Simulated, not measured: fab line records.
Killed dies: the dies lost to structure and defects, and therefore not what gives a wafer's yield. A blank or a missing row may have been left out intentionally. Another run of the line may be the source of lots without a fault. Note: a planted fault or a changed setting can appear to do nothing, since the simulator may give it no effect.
A struck lot beside a sound one ; flow nand harc ; 15 out of 1302 route steps
Sound: wafers L624.3, L624.5, L624.6. Wafers struck: L623.1, L623.2, L623.4. Last of all comes the cause.
Each step with rows lists, per side, the tool, then ch with its chambers, then its first start. Under that, the readings that differ: sound wafers ; struck wafers ; difference of the means ; sigmas: that difference in standard deviations of wafers without a fault.
alike: same words and numbers on both sides, and readings whose means sit less than 2 such deviations apart. not compared: any withheld reading, any reading some wafer has no value for, any bound like >300 that may hide the same value, and any number with overlapping values for which the record gives no deviation.
A row with sigmas, a row that says differs or no value, or rows on one side alone: a step with any of these is where the two part. Numbers that don't overlap but have no deviation are shown without sigmas and don't part them. A reading that every wafer of one side lacks parts them only if that side has two wafers or more.

first, 3 steps without rows for these wafers: NHARC_P_BONDPAD_EXPOSE_06 (exposes mask P BPAD); NHARC_P_BONDPAD_PEB_07 (peb time 80 s); NHARC_P_BONDPAD_DEVELOP_08 (time 50 s).
NHARC_P_BONDPAD_CD_MEAS_09: target cd 500 nm.
  sound on cd sem-02 ch 0, day 13 17:25; struck on cd sem-03 ch 0, day 13 04:51
  alike: cd nm
NHARC_P_BONDPAD_OVL_MEAS_38:
  sound on overlay-02, day 13 17:30; struck on overlay-02, day 13 04:56
  alike: overlay x nm, overlay y nm
then, 1 step without rows for these wafers: NHARC_P_BONDPAD_HARDBAKE_10 (time 65 s).
NHARC_P_BONDPAD_DESCUM_11: chemistry O2, time 3 s.
  sound on rie diel-02 ch 0,2,3, day 13 17:39; struck on rie diel-02 ch 0,1,2, day 13 05:04
  alike: drypump motor current A, oes product au, rf vpp V, showerhead plenum p Torr, throttle valve pct
  not compared: rf hours counter h
NHARC_P_BONDPAD_ETCH_37: etches the open film in N2/H2, target depth 60 nm, overetch 18 nm, time 65.91 s.
  sound on rie diel-02 ch 0,3, day 13 17:43; struck on rie diel-02 ch 0,1,3, day 13 05:09
  alike: drypump motor current A, oes product au, rf vpp V, showerhead plenum p Torr, throttle valve pct
  not compared: rf hours counter h
NHARC_P_BONDPAD_ETCH_12: etches the open film in CHF3/O2, target depth 200 nm, time 100 s.
  sound on rie diel-02 ch 2,3; struck on rie diel-02 ch 0,1,3
  alike: drypump motor current A, oes product au, rf vpp V, showerhead plenum p Torr, throttle valve pct
  not compared: rf hours counter h
NHARC_P_BONDPAD_CD_MEAS_13:
  sound on cd sem-01, day 13 17:56; struck on cd sem-01, day 13 05:23
  alike: cd nm
then, 1 step without rows for these wafers: NHARC_P_BONDPAD_STRIP_15 (strips in O2).
NHARC_P_BONDPAD_ETCH_24: etches the open film in CF4/N2, target depth 30 nm, time 72.99 s.
  sound on rie diel-02 ch 1,2; struck on rie diel-11 ch 1,2,3
  alike: drypump motor current A, oes product au, rf vpp V, showerhead plenum p Torr, throttle valve pct
  not compared: rf hours counter h
NHARC_P_BONDPAD_STRIP_16: strips in post etch residue remover, time 600 s.
  sound on wet bench-10 ch 0,4,5, day 13 18:17; struck on wet bench-08 ch 1,2,3, day 13 05:46
  no value came back on the struck wafers for bath heat duty pct (%), run length s (s); on the sound wafers bath heat duty pct (%) reads 11.7 14.7 12.2
NHARC_P_BONDPAD_DEGAS_25: time 60 s.
  sound on pvd sputter-01, day 13 18:34; struck on pvd sputter-03, day 13 06:01
  alike: heater power w
-- record jumps: 18 days between struck wafers' starts before vs after; left off in module P_BONDPAD, resumes in module END, first step shown is number 1302 of the route --
NHARC_END_SORT_01:
  the record has rows for the struck wafers here (prober-01 ch 0, day 30 22:01) and none for the sound ones

== WHERE THEY PART ==
First at NHARC_P_BONDPAD_STRIP_16; last, within this record, at NHARC_END_SORT_01.

WHY: what had been put in by the simulator
Skipped step whole: wet bench-08, from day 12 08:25 on, at NHARC_P_BONDPAD_STRIP_16. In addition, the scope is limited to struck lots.
